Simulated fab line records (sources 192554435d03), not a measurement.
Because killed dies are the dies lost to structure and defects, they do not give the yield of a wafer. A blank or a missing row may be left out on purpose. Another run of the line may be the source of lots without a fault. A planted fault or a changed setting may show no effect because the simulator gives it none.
Chamber matching ; flow n5-finfet ; N5_BEOL_M0_SAQP_STRIP_86 on rie-diel-03 has 4 sister chambers
The step strips in N2/H2. 4 wafers are shown with their chamber, then 7 later ones without.

== WAFERS WITH THEIR CHAMBER ==
wafer;chamber;showerhead-plenum-p-Torr (Torr)
L076.3;2;3.33
L085.1;0;3.36
L087.2;1;3.30
L087.3;3;3.45

== WAFERS WITH NO CHAMBER GIVEN ==
wafer;showerhead-plenum-p-Torr (Torr)
L087.6;3.45
L092.1;3.36
L092.3;3.31
L092.4;3.45
L095.1;3.29
L095.2;3.31
L095.4;3.44

== CHAMBER TAKEN BY EACH ==
wafer;from the rows above;in truth
L087.6;3;3
L092.1;0;0
L092.3;can't be placed: 1 or 2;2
L092.4;3;3
L095.1;1;1
L095.2;can't be placed: 1 or 2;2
L095.4;3;3
5 of 7 placed correctly. Cannot be placed on the basis of these rows: 2; the candidates contain the true chamber in 2. Wrongly placed: 0.
How it was worked out, from the rows above alone: a wafer's distance from a chamber is the root of the sum, over the readings, of the square of ((its reading less the chamber's mean) divided by the reading's scatter). The wafer belongs to the nearest chamber; if the next one is less than 2 further off, it can't be placed. For every chamber, the mean is computed from those of its wafers that are shown. The scatter (one wafer shown for each chamber): square how far every hidden wafer sits from the nearest shown wafer, average those squares and take the square root.
